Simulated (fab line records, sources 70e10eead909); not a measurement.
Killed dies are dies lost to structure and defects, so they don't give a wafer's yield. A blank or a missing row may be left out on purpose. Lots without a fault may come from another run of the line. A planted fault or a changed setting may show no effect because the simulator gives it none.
fab line records | flow nand_harc
record lots=11 wafers=33 last_day=33
route steps=1302 shown A_CHANNEL_HOLE_D1@468 A_CHANNEL_FILL_D1@493 END@1302
lots that met no fault: from a run of the same line without faults
start_h: hours from the record's first day to the start of the lot's first wafer shown | wait_h: hours since the lot's step before | " the same as in the row above | L1.1+2: a row that stands for several wafers | - no value, or no start given | * or withheld: withheld | < > ~ a bound
route shown NAME@n: a module of which the file shows steps, and the number in the route of the first | usual: mean/standard deviation of fault-free wafers | same: alike in all rows | chamber/n: place in a boat | sites: the reading at each site | _std_site: their standard deviation | _edge_site: outer sites' mean less inner sites' | radius_mm: how far each site lies from the wafer's centre | mask NAME#n: copy n | behind: the tool/chamber that last shaped the wafer | hold: why the lot was held/for how many hours/how that ended | device: the transistor (n, p or np) that didn't switch | end of line: the same wafers' tests at the end of the route | a step without rows: its recipe alone | killed: dies lost to structure and defects at the first sort, not the wafer's yield | map: a wafer's dies, x killed, . not, _ none there
set.NAME: the setting as run; set.NAME@STEP: as run at that earlier step | model.NAME: the simulator's own value behind a step, which no gauge read
steps of the route over a sample of lots; a table a step, a row a wafer
services: from which hour (start_h, from the record's first day; less than 0 if before it) a tool's chamber was out of use, for how many hours, and why
## steps
# step NHARC_A_CHANNEL_HOLE_D1_ETCH_34
# recipe target_depth_a=1540 time_s=77 cf4_flow_sccm=100 chf3_flow_sccm=30 ar_flow_sccm=0 rf_w=500 bias_w=200 chemistry=CF4/CHF3
# usual cf4_flow_sccm=100.00/0.29 drypump_motor_current_A=5.5/0.32 oes_product_au=0.940/0.019 rf_vpp_V=370.0/2.4 showerhead_plenum_p_Torr=1.56/0.071 throttle_valve_pct=16.802/0.0079
# columns lot.wafer tool chamber start_h wait_h cf4_flow_sccm drypump_motor_current_A oes_product_au rf_hours_counter_h rf_vpp_V showerhead_plenum_p_Torr throttle_valve_pct
L555.1 rie_diel-07 0 - - 99.65 5.4 0.966 17 367.0 1.48 16.801
L555.3 " 1 " " 100.19 5.7 0.978 16 369.7 1.55 16.809
L555.6 " 0 " " 99.60 5.4 0.969 - 367.8 1.48 16.816
L557.4 rie_diel-10 3 - - 99.99 5.6 0.938 11 369.3 1.52 16.809
L557.3 " 1 " " 99.81 5.4 0.924 12 368.0 1.48 16.796
L557.2 " 2 " " 100.20 5.1 0.926 12 371.7 1.63 16.797
L560.1 rie_diel-12 1 - - 100.28 5.1 0.934 45 368.9 1.55 16.810
L560.2 " 2 " " 100.07 6.0 0.952 45 366.9 1.51 16.798
L560.6 " 1 " " 100.32 5.1 0.940 - 371.1 1.55 16.802
L568.3 rie_diel-10 2 - - 99.71 5.1 0.915 5 372.7 1.63 16.788
L568.4 " 0 " " 99.99 5.5 0.922 5 373.6 1.67 16.797
L568.2 " 1 " " 99.84 5.4 0.921 4 366.3 1.48 16.807
L569.4 rie_diel-12 0 - - 99.96 6.6 0.969 17 368.2 1.50 16.806
L569.3 " 2 " " 100.09 6.0 0.964 18 368.5 1.50 16.810
L569.6 " 3 " " 100.70 5.7 0.964 - 369.9 1.53 16.795
L570.4 rie_diel-07 1 - - 100.08 5.7 0.956 6 368.5 1.54 16.800
L570.5 " 2 " " 100.25 5.4 0.974 - 368.6 1.51 16.806
L570.6 " 3 " " 100.03 5.4 0.971 - 371.3 1.58 16.823
L574.1 rie_diel-10 2 - - 99.48 5.1 0.919 8 371.7 1.62 16.807
L574.3 " 0 " " 99.97 5.5 0.939 9 372.5 1.67 16.796
L574.2 " 1 " " 99.54 5.3 0.921 9 367.7 1.48 16.813
L575.3 rie_diel-10 2 - - 100.16 5.1 0.929 10 370.3 1.62 16.797
L575.2 " 3 " " 99.80 5.6 0.940 11 367.7 1.51 16.790
L575.5 " 2 " " 99.98 5.1 0.930 - 372.3 1.62 16.794
L576.3 rie_diel-10 3 - - 99.60 5.6 0.932 12 369.1 1.51 16.805
L576.6 " 3 " " 100.02 5.6 0.920 - 368.3 1.51 16.813
L576.5 " 0 " " 99.87 5.5 0.927 - 373.0 1.67 16.804
L577.2 rie_diel-10 0 - - 99.88 5.5 0.949 12 373.6 1.67 16.804
L577.3 " 2 " " 99.90 5.1 0.912 12 371.9 1.62 16.783
L577.6 " 3 " " 100.15 5.6 0.937 - 369.7 1.51 16.787
L578.3 rie_diel-10 1 - - 99.57 5.3 0.922 11 365.3 1.48 16.804
L578.5 " 2 " " 99.90 5.1 0.929 - 373.0 1.62 16.798
L578.6 " 3 " " 100.10 5.6 0.927 - 369.9 1.51 16.803
# step NHARC_A_CHANNEL_HOLE_D1_ETCH_23
# recipe bias_v=5000 source_w=withheld pressure_mtorr=20 time_s=819 ar_flow_sccm=375 c4f8_flow_sccm=89.3 o2_flow_sccm=35.7 temp_c=-20 target_depth_a=16000 chemistry=C4F8/O2/Ar
# usual drypump_motor_current_A=5.9/0.45 oes_air_line_au=1.001/0.021 showerhead_plenum_p_Torr=3.69/0.11 throttle_valve_pct=32.155/0.0089
# columns lot.wafer tool chamber start_h wait_h drypump_motor_current_A oes_air_line_au rf_hours_counter_h showerhead_plenum_p_Torr throttle_valve_pct
L555.1 har_etch-01 1 185.19 0.5 6.1 0.991 86 3.73 32.146
L555.3 " 0 " " 6.3 1.026 - 3.73 32.169
L555.6 " 0 " " 6.4 0.994 - 3.73 32.152
L557.2 har_etch-02 0 201.55 0.5 5.2 1.017 310 3.61 32.150
L557.3 " 1 " " 6.1 0.996 - 3.61 32.144
L557.4 " 0 " " 5.1 0.968 - 3.62 32.151
L560.2 har_etch-01 1 237.52 0.5 6.1 0.995 113 3.72 32.172
L560.1 " 0 " " 6.3 1.016 113 3.72 32.166
L560.6 " 1 " " 6.1 0.971 - 3.72 32.152
L568.2 har_etch-02 1 313.79 1.0 6.1 0.988 - 3.58 32.156
L568.3 " 1 " " 6.1 0.977 - 3.58 32.143
L568.4 " 1 " " 6.1 1.021 - 3.58 32.140
L569.3 har_etch-01 0 337.04 0.5 6.4 1.000 - 3.69 32.143
L569.4 " 1 " " 6.1 0.996 - 3.69 32.128
L569.6 " 1 " " 6.1 1.022 - 3.69 32.163
L570.4 har_etch-02 0 337.55 0.5 5.1 0.988 - 3.58 32.169
L570.5 " 1 " " 6.1 0.998 - 3.57 32.153
L570.6 " 0 " " 5.2 1.000 - 3.58 32.161
L574.1 har_etch-02 1 368.80 0.5 6.1 0.978 413 3.56 32.163
L574.2 " 0 " " 5.1 1.004 397 3.57 32.155
L574.3 " 0 " " 5.1 1.027 - 3.57 32.148
L575.2 har_etch-02 1 395.54 0.5 6.1 1.023 1 3.93 32.161
L575.3 " 1 " " 6.1 1.023 - 3.93 32.162
L575.5 " 1 " " 6.1 1.017 - 3.93 32.142
L576.3 har_etch-02 1 404.11 0.5 6.1 0.995 - 3.93 32.155
L576.6 " 0 " " 5.1 1.025 - 3.93 32.143
L576.5 " 1 " " 6.1 0.977 - 3.93 32.148
L577.2 har_etch-02 0 407.94 0.5 5.1 1.015 13 3.93 32.161
L577.3 " 0 " " 5.1 0.969 - 3.93 32.155
L577.6 " 0 " " 5.1 1.008 - 3.93 32.159
L578.3 har_etch-01 0 412.11 0.5 6.4 0.968 - 3.66 32.147
L578.5 " 1 " " 6.1 1.069 - 3.66 32.159
L578.6 " 0 " " 6.4 0.983 - 3.66 32.166
# step NHARC_A_CHANNEL_HOLE_D1_ETCH_25
# recipe bias_v=5000 source_w=withheld pressure_mtorr=20 time_s=1040.2 ar_flow_sccm=375 c4f8_flow_sccm=93.8 o2_flow_sccm=31.2 temp_c=-20 target_depth_a=15000 chemistry=C4F8/O2/Ar
# usual drypump_motor_current_A=5.9/0.45 oes_air_line_au=1.000/0.021 showerhead_plenum_p_Torr=3.68/0.11 throttle_valve_pct=32.235/0.0087
# columns lot.wafer tool chamber start_h wait_h drypump_motor_current_A oes_air_line_au rf_hours_counter_h showerhead_plenum_p_Torr throttle_valve_pct
L555.1 har_etch-01 1 186.66 0.6 6.1 1.041 87 3.73 32.245
L555.3 " 0 " " 6.3 1.011 - 3.73 32.243
L555.6 " 0 " " 6.4 1.010 - 3.73 32.247
L557.2 har_etch-02 0 203.05 0.7 5.1 0.978 311 3.61 32.248
L557.3 " 1 " " 6.1 0.988 - 3.61 32.235
L557.4 " 0 " " 5.1 1.007 - 3.61 32.233
L560.2 har_etch-01 1 238.98 0.6 6.1 0.998 114 3.71 32.242
L560.1 " 0 " " 6.4 0.966 114 3.71 32.219
L560.6 " 1 " " 6.1 0.978 - 3.71 32.229
L568.2 har_etch-02 1 316.79 1.3 6.1 0.980 - 3.57 32.231
L568.3 " 1 " " 6.1 1.018 - 3.57 32.237
L568.4 " 1 " " 6.1 1.014 - 3.57 32.222
L569.3 har_etch-01 0 338.56 0.7 6.4 1.019 - 3.68 32.228
L569.4 " 1 " " 6.1 1.013 - 3.68 32.242
L569.6 " 1 " " 6.1 1.031 - 3.68 32.232
L570.4 har_etch-02 0 339.10 0.7 5.1 1.021 - 3.58 32.235
L570.5 " 1 " " 6.1 0.951 - 3.56 32.236
L570.6 " 0 " " 5.1 1.016 - 3.58 32.229
L574.1 har_etch-02 1 370.26 0.6 6.1 0.995 414 3.55 32.238
L574.2 " 0 " " 5.1 0.970 399 3.56 32.247
L574.3 " 0 " " 5.1 1.008 - 3.56 32.240
L575.2 har_etch-02 1 397.01 0.7 6.1 1.040 3 3.93 32.235
L575.3 " 1 " " 6.1 1.007 - 3.93 32.224
L575.5 " 1 " " 6.1 1.009 - 3.93 32.227
L576.3 har_etch-02 1 405.66 0.7 6.1 1.017 - 3.92 32.243
L576.6 " 0 " " 5.1 0.999 - 3.92 32.224
L576.5 " 1 " " 6.1 0.974 - 3.92 32.239
L577.2 har_etch-02 0 409.40 0.6 5.1 1.003 15 3.92 32.238
L577.3 " 0 " " 5.1 1.004 - 3.92 32.226
L577.6 " 0 " " 5.1 0.953 - 3.92 32.233
L578.3 har_etch-01 0 413.66 0.7 6.4 1.011 - 3.66 32.239
L578.5 " 1 " " 6.1 1.005 - 3.65 32.226
L578.6 " 0 " " 6.4 0.994 - 3.66 32.225
# step NHARC_A_CHANNEL_FILL_D1_ALD_03
# recipe target_thk_a=60 pulse_time_s=60 ald_cycles=58 temp_c=630 pressure_torr=2 material=SiNx
# usual precursor_pulse_height_rel=0.997/0.019 susceptor_temp_C=630.02/0.23
# columns lot.wafer tool chamber start_h wait_h precursor_pulse_height_rel susceptor_temp_C
L555.1 ald_sin_batch-02 0 194.09 - 0.984 630.18
L555.3 " 0 " " 0.997 630.21
L555.6 " 0 " " 1.036 630.49
L557.2 ald_sin_batch-03 0 208.40 - 0.996 -
L557.3 " 0 " " 0.988 -
L557.4 " 0 " " 0.977 -
L560.1 ald_sin_batch-01 0 246.54 - 1.008 630.05
L560.2 " 0 " " 0.986 629.92
L560.6 " 0 " " 1.011 630.07
L568.2 ald_sin_batch-03 0 324.70 - 0.974 604.09
L568.3 " 0 " " 0.990 604.45
L568.4 " 0 " " 1.004 604.22
L569.3 ald_sin_batch-01 0 345.18 - 1.034 -
L569.4 " 0 " " 0.988 -
L569.6 " 0 " " 1.021 -
L570.4 ald_sin_batch-01 0 345.18 - 1.005 -
L570.5 " 0 " " 0.995 -
L570.6 " 0 " " 1.013 -
L574.1 ald_sin_batch-02 0 376.74 - 0.965 629.93
L574.2 " 0 " " 0.980 629.82
L574.3 " 0 " " 1.002 629.52
L575.2 ald_sin_batch-01 0 403.30 - 0.985 629.98
L575.3 " 0 " " 1.002 630.22
L575.5 " 0 " " 0.998 630.31
L576.3 ald_sin_batch-03 0 411.67 - 1.000 630.06
L576.5 " 0 " " 0.979 629.86
L576.6 " 0 " " 0.975 629.71
L577.2 ald_sin_batch-01 0 416.02 - 1.037 629.98
L577.3 " 0 " " 0.985 629.94
L577.6 " 0 " " 0.998 629.72
L578.3 ald_sin_batch-02 0 419.68 - 1.006 629.95
L578.5 " 0 " " 0.993 630.04
L578.6 " 0 " " 0.982 630.09
# step NHARC_END_SORT_01
# recipe temp_c=25
# usual killed_at_array=52/20 killed_at_other=1.0/1.3 killed_at_periphery=3.7/2.2 killed_dies=57/20 killed_open=3.2/1.6 killed_short=2.4/1.6
# same gross_dies=677
# columns lot.wafer tool chamber start_h wait_h killed_at_array killed_at_other killed_at_periphery killed_dies killed_open killed_short
L569.3 prober-02 0 713.31 3.1 25 0 2 27 1 0
L569.4 prober-02 0 714.10 3.4 33 0 10 43 4 4
L569.6 prober-02 0 715.68 3.9 29 0 4 33 4 2
L568.2 prober-01 0 716.80 2.8 41 0 3 44 5 7
L568.3 prober-01 0 717.60 3.1 38 0 4 42 2 2
L568.4 prober-01 0 718.40 3.4 43 0 4 47 6 2
L570.4 prober-01 0 721.54 3.4 65 2 2 69 2 1
L570.5 prober-01 0 722.34 3.7 66 0 2 68 1 4
L570.6 prober-01 0 723.14 4.0 55 2 5 62 3 2
L576.3 prober-02 0 779.11 3.1 23 0 5 28 4 2
L576.5 prober-02 0 780.68 3.6 26 0 5 31 1 0
L576.6 prober-02 0 781.47 3.9 21 2 4 27 3 2
# killed by level:class
L569.3 A_CHANNEL_HOLE_D1:chamber_film_flake=10 A_CONTACT:chamber_film_flake=5 A_CHANNEL_FILL_D1:chamber_film_flake=5 P_CONTACT:chamber_film_flake=2 A_SLIT:chamber_film_flake=2 A_CHANNEL_HOLE_D2:geometric_particle:open=1 A_WL_FILL:chamber_film_flake=1 A_M0:chamber_film_flake=1
L569.4 A_CHANNEL_HOLE_D1:chamber_film_flake=11 P_CONTACT:chamber_film_flake=8 A_STAIRCASE:chamber_film_flake=4 A_CONTACT:chamber_film_flake=4 A_CHANNEL_FILL_D1:chamber_film_flake=3 A_SLIT:chamber_film_flake=3 A_DECK1_JOINT:geometric_particle:open=2 A_ONON_D2:geometric_particle:short=2
L569.6 A_CHANNEL_HOLE_D1:chamber_film_flake=11 A_CONTACT:chamber_film_flake=6 A_SLIT:chamber_film_flake=4 P_CONTACT:chamber_film_flake=3 A_CHANNEL_FILL_D1:chamber_film_flake=2 A_ONON_D2:geometric_particle:open=1 P_M0:geometric_particle:open=1 A_ONON_D1:geometric_particle:short=1
L568.2 A_CHANNEL_HOLE_D1:chamber_film_flake=23 A_WL_FILL:geometric_particle:short=3 A_SLIT:chamber_film_flake=3 A_DECK1_JOINT:geometric_particle:short=2 P_M1:chamber_film_flake=2 P_CONTACT:geometric_particle:open=1 A_SOURCE_PLATE:geometric_particle:short=1 A_SOURCE_PLATE:geometric_particle:open=1
L568.3 A_CHANNEL_HOLE_D1:chamber_film_flake=27 A_SLIT:chamber_film_flake=4 A_CONTACT:chamber_film_flake=2 P_BONDPAD:geometric_particle:short=1 A_ONON_D1:geometric_particle:short=1 A_ONON_D1:geometric_particle:open=1 A_M0:geometric_particle:open=1 P_ZERO_WELL:chamber_film_flake=1
L568.4 A_CHANNEL_HOLE_D1:chamber_film_flake=22 A_SLIT:chamber_film_flake=4 A_WL_FILL:geometric_particle:short=2 P_M1:chamber_film_flake=2 A_CONTACT:chamber_film_flake=2 A_M0:chamber_film_flake=2 A_ONON_D1:geometric_particle:open=1 A_ONON_D2:geometric_particle:open=1
L570.4 A_CHANNEL_HOLE_D1:chamber_film_flake=26 A_CHANNEL_HOLE_D2:chamber_film_flake=22 A_CONTACT:chamber_film_flake=7 A_STAIRCASE:chamber_film_flake=3 A_SLIT:chamber_film_flake=3 THIN_TSV:chamber_film_flake=2 A_CHANNEL_HOLE_D1:geometric_particle:short=1 A_ONON_D2:geometric_particle:open=1
L570.5 A_CHANNEL_HOLE_D1:chamber_film_flake=23 A_CHANNEL_HOLE_D2:chamber_film_flake=18 A_CONTACT:chamber_film_flake=11 A_STAIRCASE:chamber_film_flake=6 P_STI:chamber_film_flake=2 A_SLIT:chamber_film_flake=2 A_ONON_D1:geometric_particle:short=1 A_DECK1_JOINT:geometric_particle:short=1
L570.6 A_CHANNEL_HOLE_D1:chamber_film_flake=25 A_CHANNEL_HOLE_D2:chamber_film_flake=19 A_CONTACT:chamber_film_flake=6 P_ZERO_WELL:chamber_film_flake=2 THIN_TSV:chamber_film_flake=2 P_CONTACT:geometric_particle:short=1 P_CONTACT:geometric_particle:open=1 A_CHANNEL_FILL_D1:geometric_particle:open=1
L576.3 A_SLIT:chamber_film_flake=8 A_BLC:chamber_film_flake=4 P_BONDPAD:chamber_film_flake=3 A_STAIRCASE:chamber_film_flake=3 P_GATE:chamber_film_flake=2 A_CONTACT:chamber_film_flake=2 A_CHANNEL_FILL_D1:geometric_particle:open=1 A_ONON_D2:geometric_particle:short=1
L576.5 A_SLIT:chamber_film_flake=13 A_CONTACT:chamber_film_flake=8 P_BONDPAD:chamber_film_flake=2 A_STAIRCASE:chamber_film_flake=2 A_BLC:chamber_film_flake=2 P_M1:geometric_particle:open=1 P_ZERO_WELL:chamber_film_flake=1 P_GATE:chamber_film_flake=1
L576.6 A_SLIT:chamber_film_flake=9 A_CONTACT:chamber_film_flake=5 P_GATE:chamber_film_flake=3 THIN_TSV:chamber_film_flake=2 A_ONON_D2:geometric_particle:short=1 A_CHANNEL_FILL_D2:geometric_particle:open=1 A_STAIRCASE:geometric_particle:open=1 A_WL_FILL:geometric_particle:short=1
## services
# columns tool chamber start_h hours kind
rie_diel-12 3 165.03 13.8 repair
rie_diel-07 3 173.98 3.1 repair
rie_diel-07 0 232.43 3.9 repair
rie_diel-12 2 240.43 25.3 repair
rie_diel-10 - 242.54 9.0 pm
ald_sin_batch-02 - 266.00 26.0 pm
rie_diel-12 - 268.96 9.0 pm
rie_diel-07 0 278.31 7.7 repair
rie_diel-10 2 286.15 2.9 repair
rie_diel-07 - 294.29 9.0 pm
har_etch-02 0 304.59 - consumable_replace:focus_ring
har_etch-02 0 304.59 17.0 scheduled_down
har_etch-02 0 304.59 17.0 vent_cycle
rie_diel-10 1 372.76 22.8 repair
har_etch-02 - 377.00 17.0 pm
har_etch-02 0 377.00 17.0 vent_cycle
har_etch-02 1 377.00 17.0 vent_cycle
har_etch-02 0 394.00 - clean
har_etch-02 0 394.00 - consumable_replace:esc
har_etch-02 0 394.00 - consumable_replace:showerhead
har_etch-02 1 394.00 - clean
har_etch-02 1 394.00 - consumable_replace:esc
har_etch-02 1 394.00 - consumable_replace:focus_ring
rie_diel-10 - 419.54 9.0 pm
## key
first_sign step=NHARC_A_CHANNEL_FILL_D1_ALD_03 reading=susceptor_temp_C direction=down sigmas=99+ usual=* struck=*
effect none on later readings
met_at NHARC_A_CHANNEL_FILL_D1_ALD_03
struck_lots L568
tester_left_out L568
not_acting_at NHARC_A_CHANNEL_HOLE_D1_ETCH_34,NHARC_A_CHANNEL_HOLE_D1_ETCH_23,NHARC_A_CHANNEL_HOLE_D1_ETCH_25
onset_between 208.40 324.70
fault kind=process_parameter_drift tool=ald_sin_batch-03 chamber=- onset_h=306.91 steps=NHARC_A_CHANNEL_FILL_D1_ALD_03,NHARC_A_CHANNEL_FILL_D1_ALD_15,NHARC_A_CHANNEL_FILL_D2_ALD_03,NHARC_A_CHANNEL_FILL_D2_ALD_15 channel=temp_c offset=* shape=step end_h=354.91 stated=*
# tester_left_out: of these lots the tester's yield and bins aren't shown, on N5 and GAA mostly nor the transistor test; their killed dies are dies lost to structure and defects alone, not to doping, threshold or leakage, so they don't give the yield
